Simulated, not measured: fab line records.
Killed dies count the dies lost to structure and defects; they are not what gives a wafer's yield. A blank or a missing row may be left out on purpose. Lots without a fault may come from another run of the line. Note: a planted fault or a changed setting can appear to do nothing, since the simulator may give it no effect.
Matching of chambers + flow nand harc + 4 sister chambers for NHARC_P_STI_CMP_21 on cmp-04
The step polishes, t overpolish 20 s, target thk 380.67 nm. 4 wafers are shown with their chamber, then 7 later ones without.

## WAFERS PAIRED WITH THEIR CHAMBERS
| wafer  | chamber | motor current A (A) |
|--------|---------|---------------------|
| L384.2 | 2       | 11.3                |
| L384.3 | 1       | 11.7                |
| L392.1 | 3       | 13.6                |
| L392.4 | 0       | 11.2                |

## WAFERS WHOSE CHAMBER IS MISSING
| wafer  | motor current A (A) |
|--------|---------------------|
| L392.6 | 11.1                |
| L393.1 | 13.3                |
| L393.2 | 10.5                |
| L393.5 | 11.6                |
| L395.1 | 11.8                |
| L395.4 | 10.6                |
| L395.6 | 10.8                |

## WHICH CHAMBER EACH ONE RAN IN
| wafer  | from the rows above          | in truth |
|--------|------------------------------|----------|
| L392.6 | can't be placed: 0 or 2 or 1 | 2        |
| L393.1 | 3                            | 3        |
| L393.2 | can't be placed: 0 or 2 or 1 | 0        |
| L393.5 | can't be placed: 1 or 2 or 0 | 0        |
| L395.1 | can't be placed: 1 or 2 or 0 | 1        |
| L395.4 | can't be placed: 0 or 2 or 1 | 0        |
| L395.6 | can't be placed: 0 or 2 or 1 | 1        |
Correct placement for 1 of the 7. Cannot be placed on the basis of these rows: 6; the candidates contain the true chamber in 6. Placed wrongly: 0.
How it was worked out, from the rows above alone: a wafer's distance from a chamber is the root of the sum, over the readings, of the square of ((its reading less the chamber's mean) divided by the reading's scatter). If the next closest chamber is less than 2 further off than the closest, the wafer can't be placed; otherwise it belongs to the closest. A chamber's mean is the mean of its shown wafers. The scatter: with one shown wafer a chamber, the root of the mean of the squares of how far each hidden wafer lies from its nearest shown one.
